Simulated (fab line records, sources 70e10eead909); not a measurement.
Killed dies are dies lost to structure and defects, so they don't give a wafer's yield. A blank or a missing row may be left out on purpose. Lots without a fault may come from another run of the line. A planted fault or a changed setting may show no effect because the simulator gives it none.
fab line records | flow nand_harc
record lots=5 wafers=15 last_day=24
route steps=1159 shown P_ZERO_WELL@14 END@1159
lots that met no fault: from a run of the same line without faults
start_h: hours from the record's first day to the start of the lot's first wafer shown | wait_h: hours since the lot's step before | " the same as in the row above | L1.1+2: a row that stands for several wafers | - no value, or no start given | * or withheld: withheld | < > ~ a bound
route shown NAME@n: a module of which the file shows steps, and the number in the route of the first | usual: mean/standard deviation of fault-free wafers | same: alike in all rows | chamber/n: place in a boat | sites: the reading at each site | _std_site: their standard deviation | _edge_site: outer sites' mean less inner sites' | radius_mm: how far each site lies from the wafer's centre | mask NAME#n: copy n | behind: the tool/chamber that last shaped the wafer | hold: why the lot was held/for how many hours/how that ended | device: the transistor (n, p or np) that didn't switch | end of line: the same wafers' tests at the end of the route | a step without rows: its recipe alone | killed: dies lost to structure and defects at the first sort, not the wafer's yield | map: a wafer's dies, x killed, . not, _ none there
set.NAME: the setting as run; set.NAME@STEP: as run at that earlier step | model.NAME: the simulator's own value behind a step, which no gauge read
lots at some steps of the route; a table a step, a row a wafer
services: from which hour (start_h, from the record's first day; less than 0 if before it) a tool's chamber was out of use, for how many hours, and why
## steps
# step NHARC_P_ZERO_WELL_CD_MEAS_11
# recipe target_cd_nm=500 landing_energy_ev=500
# usual cd_nm=500.5/1.6
# columns lot.wafer tool chamber start_h wait_h cd_nm
L673.1 cd_sem-03 0 43.25 - 498.0
L673.3 " 0 " " 500.4
L673.5 " 0 " " 497.4
L678.1 cd_sem-03 0 73.32 - 500.1
L678.3 " 0 " " 500.0
L678.6 " 0 " " 500.1
L685.2 cd_sem-01 0 115.23 - 502.0
L685.4 " 0 " " 501.6
L685.5 " 0 " " 502.5
L690.3 cd_sem-01 0 145.25 - 500.8
L690.5 " 0 " " 501.5
L690.6 " 0 " " 500.6
L691.2 cd_sem-01 0 151.26 - 499.0
L691.3 " 0 " " 501.4
L691.5 " 0 " " 503.9
# step NHARC_P_ZERO_WELL_HARDBAKE_12
# recipe temp_c=118 time_s=65
# step NHARC_P_ZERO_WELL_DESCUM_13
# recipe time_s=3 o2_flow_sccm=200 ar_flow_sccm=0 bias_power_w=0 chemistry=O2
# usual drypump_motor_current_A=5.9/0.52 oes_product_au=1.004/0.0078 rf_vpp_V=57.6/0.86 showerhead_plenum_p_Torr=1.89/0.087 throttle_valve_pct=11.312/0.0087
# columns lot.wafer tool chamber start_h wait_h drypump_motor_current_A oes_product_au rf_hours_counter_h rf_vpp_V showerhead_plenum_p_Torr throttle_valve_pct
L673.1 rie_diel-05 2 43.41 - 6.5 0.999 2.4 57.8 2.01 11.311
L673.3 " 3 " " 6.1 1.003 3.0 58.1 1.93 11.310
L673.5 " 2 " " 6.6 1.001 - 58.8 2.01 11.319
L678.3 rie_diel-05 3 73.48 - 6.1 1.009 5.5 57.3 1.93 11.320
L678.1 " 2 " " 6.6 1.006 4.9 57.7 2.01 11.319
L678.6 " 1 " " 5.1 0.999 - 56.8 1.80 11.306
L685.2 rie_diel-03 2 115.39 - 6.1 1.004 6.7 57.2 1.78 11.316
L685.4 " 0 " " 5.7 1.004 6.3 57.3 1.85 11.317
L685.5 " 2 " " 6.1 1.015 - 57.8 1.78 11.311
L690.3 rie_diel-03 0 145.40 - 5.8 0.991 8.5 56.2 1.85 11.309
L690.6 " 0 " " 5.8 1.011 - 57.2 1.85 11.308
L690.5 " 1 " " 5.3 0.999 - 57.3 1.81 11.313
L691.3 rie_diel-01 2 151.41 - 5.3 1.000 0.4 58.4 2.04 11.304
L691.2 " 0 " " 6.3 0.982 0.7 60.0 1.98 11.303
L691.5 " 2 " " 5.3 1.003 - 57.2 2.04 11.302
# step NHARC_P_ZERO_WELL_ETCH_65
# recipe target_depth_a=800 overetch_a=240 time_s=87.88 ion_energy_ev=200 n2_flow_sccm=150 h2_flow_sccm=150 ar_flow_sccm=0 rf_w=400 bias_w=150 chemistry=N2/H2
# usual drypump_motor_current_A=5.9/0.51 oes_product_au=1.006/0.0068 rf_vpp_V=429.6/2.6 showerhead_plenum_p_Torr=2.01/0.093 throttle_valve_pct=14.170/0.01
# columns lot.wafer tool chamber start_h wait_h drypump_motor_current_A oes_product_au rf_hours_counter_h rf_vpp_V showerhead_plenum_p_Torr throttle_valve_pct
L673.3 rie_diel-05 1 43.52 0.1 5.1 0.993 3.5 429.0 1.92 14.179
L673.1 " 2 " " 6.6 1.000 2.5 433.3 2.14 14.167
L673.5 " 3 " " 6.0 0.997 - 430.4 2.06 14.174
L678.1 rie_diel-05 1 73.58 0.1 5.1 1.006 5.9 427.6 1.92 14.176
L678.3 " 2 " " 6.6 1.001 4.9 433.6 2.14 14.179
L678.6 " 1 " " 5.1 1.000 - 428.7 1.92 14.179
L685.4 rie_diel-03 0 115.48 0.1 5.8 1.003 6.3 428.1 1.97 14.185
L685.2 " 2 " " 6.2 0.995 6.7 425.9 1.89 14.177
L685.5 " 3 " " 5.9 1.000 - 427.8 1.99 14.181
L690.3 rie_diel-03 3 145.49 0.1 5.9 0.999 9.5 428.7 1.99 14.161
L690.6 " 3 " " 5.9 1.002 - 429.4 1.99 14.179
L690.5 " 0 " " 5.8 1.003 - 426.8 1.97 14.181
L691.3 rie_diel-01 1 151.50 0.1 5.5 1.005 0.4 429.0 2.02 14.150
L691.2 " 2 " " 5.3 1.013 0.4 433.1 2.18 14.158
L691.5 " 1 " " 5.5 1.003 - 431.7 2.02 14.161
# step NHARC_P_ZERO_WELL_ETCH_62
# recipe target_depth_a=130 time_s=6.5 chf3_flow_sccm=50 ar_flow_sccm=200 rf_w=500 bias_w=200 chemistry=CHF3/Ar
# usual drypump_motor_current_A=5.9/0.52 oes_product_au=0.965/0.017 rf_vpp_V=369.8/2.4 showerhead_plenum_p_Torr=2.31/0.1 throttle_valve_pct=20.217/0.009
# columns lot.wafer tool chamber start_h wait_h drypump_motor_current_A oes_product_au rf_hours_counter_h rf_vpp_V showerhead_plenum_p_Torr throttle_valve_pct
L673.3 rie_diel-05 3 - - 6.1 0.959 3.0 370.0 2.36 20.219
L673.1 " 1 " " 5.1 0.959 3.5 367.2 2.22 20.214
L673.5 " 1 " " 5.1 0.958 - 368.4 2.22 20.216
L678.3 rie_diel-05 2 - - 6.6 0.948 5.0 373.3 2.45 20.224
L678.1 " 3 " " 6.1 0.947 5.5 371.0 2.36 20.215
L678.6 " 3 " " 6.1 0.938 - 369.6 2.36 20.216
L685.4 rie_diel-03 0 - - 5.8 0.992 6.3 368.9 2.27 20.227
L685.2 " 1 " " 5.4 0.985 6.8 367.6 2.22 20.225
L685.5 " 1 " " 5.4 0.994 - 367.9 2.22 20.208
L690.3 rie_diel-03 2 - - 6.1 0.929 8.7 367.2 2.19 20.215
L690.5 " 0 " " 5.8 0.932 - 369.2 2.27 20.215
L690.6 " 1 " " 5.3 0.934 - 369.6 2.22 20.212
L691.2 rie_diel-01 1 - - 5.5 0.967 0.5 370.6 2.33 20.219
L691.3 " 3 " " 6.7 0.964 0.6 366.7 2.20 20.218
L691.5 " 0 " " 6.3 0.977 - 373.0 2.43 20.215
# step NHARC_P_ZERO_WELL_ETCH_63
# recipe target_depth_a=1200 time_s=40.1 hbr_flow_sccm=150 cl2_flow_sccm=50 rf_w=400 icp_w=400 bias_w=100 chemistry=HBr/Cl2
# usual drypump_motor_current_A=5.6/0.45 oes_product_au=1.001/0.0071 throttle_valve_pct=26.405/0.0088
# columns lot.wafer tool chamber start_h wait_h drypump_motor_current_A oes_product_au rf_hours_counter_h throttle_valve_pct
L673.1 rie_si-02 2 43.70 - 6.3 1.008 0.0 26.414
L673.3 " 0 " " 5.8 1.004 0.0 26.405
L673.5 " 2 " " 6.3 1.005 - 26.397
L678.3 rie_si-05 0 73.79 - 5.5 0.997 0.1 26.406
L678.1 " 2 " " 5.4 0.999 0.0 26.410
L678.6 " 3 " " 5.7 1.007 - 26.403
L685.4 rie_si-05 3 115.66 - 5.7 1.011 0.3 26.406
L685.2 " 1 " " 4.9 1.001 0.4 26.402
L685.5 " 3 " " 5.7 1.009 - 26.413
L690.3 rie_si-03 3 145.66 - 5.1 0.985 1.4 26.407
L690.5 " 3 " " 5.1 0.998 - 26.405
L690.6 " 0 " " 5.8 0.992 - 26.414
L691.3 rie_si-03 1 151.68 - 5.9 1.010 1.4 26.401
L691.2 " 2 " " 5.4 0.989 1.3 26.405
L691.5 " 0 " " 5.8 0.994 - 26.398
# step NHARC_P_ZERO_WELL_STRIP_15
# recipe time_s=900 temp_c=130 chemistry=SPM
# step NHARC_P_ZERO_WELL_DEHYDRATE_16
# recipe temp_c=150 time_s=120
# step NHARC_P_ZERO_WELL_HMDS_17
# recipe time_s=30
# step NHARC_P_ZERO_WELL_COAT_18
# recipe spin_rpm=withheld
# step NHARC_P_ZERO_WELL_SOFTBAKE_19
# recipe temp_c=122 time_s=95
# step NHARC_P_ZERO_WELL_EBR_20
# step NHARC_P_ZERO_WELL_EXPOSE_21
# recipe na=0.6 target_cd_nm=720 dose_mj=22.31 mask_id=P_NWELL
# same na=0.6
# columns lot.wafer tool chamber start_h wait_h mask
L673.1+3+5 krf_scanner-03 0 44.47 - P_NWELL#0
L678.1+3+6 krf_scanner-04 0 74.56 - P_NWELL_R1#0
L685.2+4+5 krf_scanner-04 0 116.43 - P_NWELL#0
L690.3+5+6 krf_scanner-03 0 146.32 - P_NWELL#0
L691.2+3+5 krf_scanner-04 0 152.46 - P_NWELL#0
# step NHARC_P_ZERO_WELL_PEB_22
# recipe peb_temp_c=118 peb_time_s=85
# step NHARC_P_ZERO_WELL_DEVELOP_23
# recipe time_s=70
# step NHARC_P_ZERO_WELL_CD_MEAS_24
# recipe target_cd_nm=720 landing_energy_ev=500
# usual cd_nm=720.2/1.6
# columns lot.wafer tool chamber start_h wait_h cd_nm
L673.1 cd_sem-02 0 44.63 - 719.3
L673.3 " 0 " " 718.1
L673.5 " 0 " " 717.1
L678.1 cd_sem-02 0 74.72 - 702.7
L678.3 " 0 " " 702.4
L678.6 " 0 " " 702.0
L685.2 cd_sem-03 0 116.60 - 721.1
L685.4 " 0 " " 721.9
L685.5 " 0 " " 721.6
L690.3 cd_sem-03 0 146.47 - 719.6
L690.5 " 0 " " 719.7
L690.6 " 0 " " 719.0
L691.2 cd_sem-02 0 152.62 - 718.6
L691.3 " 0 " " 719.4
L691.5 " 0 " " 719.9
# step NHARC_P_ZERO_WELL_HARDBAKE_25
# recipe temp_c=125 time_s=80
# step NHARC_P_ZERO_WELL_DESCUM_26
# recipe time_s=3 o2_flow_sccm=200 ar_flow_sccm=0 bias_power_w=0 chemistry=O2
# usual drypump_motor_current_A=5.8/0.51 oes_product_au=1.004/0.0071 rf_vpp_V=57.6/0.86 showerhead_plenum_p_Torr=1.88/0.085 throttle_valve_pct=11.312/0.0076
# columns lot.wafer tool chamber start_h wait_h drypump_motor_current_A oes_product_au rf_hours_counter_h rf_vpp_V showerhead_plenum_p_Torr throttle_valve_pct model.P_ZERO_WELL.cd_nm
L673.1 rie_diel-01 1 44.79 - 5.5 1.012 6.9 55.8 1.90 11.312 719.5
L673.3 " 2 " " 5.3 1.016 5.7 58.1 2.04 11.309 718
L673.5 " 2 " " 5.2 0.997 - 57.8 2.04 11.312 717.3
L678.1 rie_diel-03 3 74.95 - 5.9 1.007 3.8 57.2 1.87 11.315 703.1
L678.3 " 1 " " 5.4 1.007 3.6 55.9 1.81 11.303 702.4
L678.6 " 0 " " 5.8 0.997 - 57.9 1.85 11.322 702.2
L685.2 rie_diel-05 1 116.79 - 5.1 0.996 8.4 56.8 1.80 11.322 721.3
L685.5 " 2 " " 6.6 0.997 - 57.5 2.00 11.317 722
L685.4 " 3 " " 6.1 1.000 - 58.8 1.93 11.315 721.7
L690.3 rie_diel-03 2 146.62 - 6.1 1.002 8.7 57.3 1.78 11.325 719.4
L690.5 " 2 " " 6.1 0.999 - 56.5 1.78 11.319 720.2
L690.6 " 3 " " 5.9 1.005 - 58.3 1.87 11.320 718.9
L691.3 rie_diel-01 2 152.78 - 5.2 1.007 0.4 57.3 2.04 11.293 719.4
L691.2 " 1 " " 5.5 0.999 0.5 57.3 1.90 11.310 719.1
L691.5 " 3 " " 6.7 1.010 - 57.3 1.79 11.303 720.1
# step NHARC_P_ZERO_WELL_IMPLANT_27
# recipe energy_kev=600 dose_cm2=1e+13 tilt_deg=7
# step NHARC_END_SORT_01
# recipe temp_c=25
# usual killed_at_array=26/9.9 killed_at_other=0.8/1 killed_at_periphery=2.8/2.2 killed_dies=29/9.9 killed_open=3.2/1.8 killed_short=2.1/1.4
# same gross_dies=677
# columns lot.wafer tool chamber start_h wait_h killed_at_array killed_at_other killed_at_periphery killed_dies killed_open killed_short
L678.1 prober-01 0 504.34 2.5 17 1 1 19 1 3
L678.3 prober-01 0 505.93 3.1 9 0 3 12 2 2
L678.6 prober-01 0 508.32 4.0 16 0 3 19 5 3
# killed by level:class
L678.1 A_CHANNEL_HOLE_D1:chamber_film_flake=7 A_STAIRCASE:chamber_film_flake=4 A_CONTACT:chamber_film_flake=2 P_CONTACT:geometric_particle:short=1 A_CHANNEL_FILL_D1:geometric_particle:short=1 A_WL_FILL:geometric_particle:short=1 A_CONTACT:geometric_particle:open=1 A_ZERO_WELL:chamber_film_flake=1
L678.3 A_CHANNEL_HOLE_D1:chamber_film_flake=4 A_CONTACT:chamber_film_flake=2 P_GATE:geometric_particle:open=1 P_CONTACT:geometric_particle:open=1 P_M1:geometric_particle:short=1 A_ONON_D1:geometric_particle:short=1 A_ZERO_WELL:chamber_film_flake=1 A_STAIRCASE:chamber_film_flake=1
L678.6 A_CHANNEL_HOLE_D1:chamber_film_flake=4 A_CONTACT:chamber_film_flake=4 A_STAIRCASE:chamber_film_flake=3 P_CONTACT:geometric_particle:open=2 P_CONTACT:geometric_particle:short=1 A_CHANNEL_HOLE_D1:geometric_particle:short=1 A_CHANNEL_FILL_D1:geometric_particle:short=1 A_CHANNEL_FILL_D1:geometric_particle:open=1
## services
# columns tool chamber start_h hours kind
rie_diel-03 1 26.85 10.4 repair
rie_si-02 1 28.63 6.5 repair
rie_diel-03 3 31.03 5.1 repair
rie_si-02 - 34.00 9.0 pm
rie_si-03 0 37.71 4.3 repair
rie_diel-03 - 38.30 9.0 pm
rie_diel-03 0 38.30 9.0 vent_cycle
rie_diel-03 1 38.30 9.0 vent_cycle
rie_diel-03 2 38.30 9.0 vent_cycle
rie_diel-03 3 38.30 9.0 vent_cycle
rie_diel-05 0 43.36 118.1 repair
krf_scanner-04 - 45.40 0.7 repair
rie_diel-03 0 47.30 - clean
rie_si-03 2 60.58 5.2 repair
rie_si-05 - 62.00 9.0 pm
rie_diel-03 0 63.07 7.1 repair
rie_si-02 2 88.51 29.4 repair
rie_diel-05 1 97.08 4.5 repair
krf_scanner-04 - 108.14 1.2 repair
rie_diel-01 2 112.53 6.3 repair
krf_scanner-04 - 113.00 1.2 repair
krf_scanner-04 - 126.00 4.0 pm
rie_diel-01 - 138.10 9.0 pm
rie_diel-03 0 151.13 7.8 repair
## key
first_sign step=NHARC_P_ZERO_WELL_EXPOSE_21 reading=mask direction=changed
effect step=NHARC_P_ZERO_WELL_CD_MEAS_24 reading=cd_nm direction=down sigmas=11 usual=720.2 struck=702.4
model_effect step=NHARC_P_ZERO_WELL_DESCUM_26 value=P_ZERO_WELL.cd_nm without=717.9 struck=702.6
met_at NHARC_P_ZERO_WELL_EXPOSE_21
struck_wafers L678.1,L678.3,L678.6
tester_left_out L678
fault kind=wrong_mask tool=any chamber=- onset_h=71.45 steps=NHARC_P_ZERO_WELL_EXPOSE_21 aux_copy=P_NWELL_R1#0 cd_offset_nm=-15.345 scope=struck_lots_only
# tester_left_out: of these lots the tester's yield and bins aren't shown, on N5 and GAA mostly nor the transistor test; their killed dies are dies lost to structure and defects alone, not to doping, threshold or leakage, so they don't give the yield
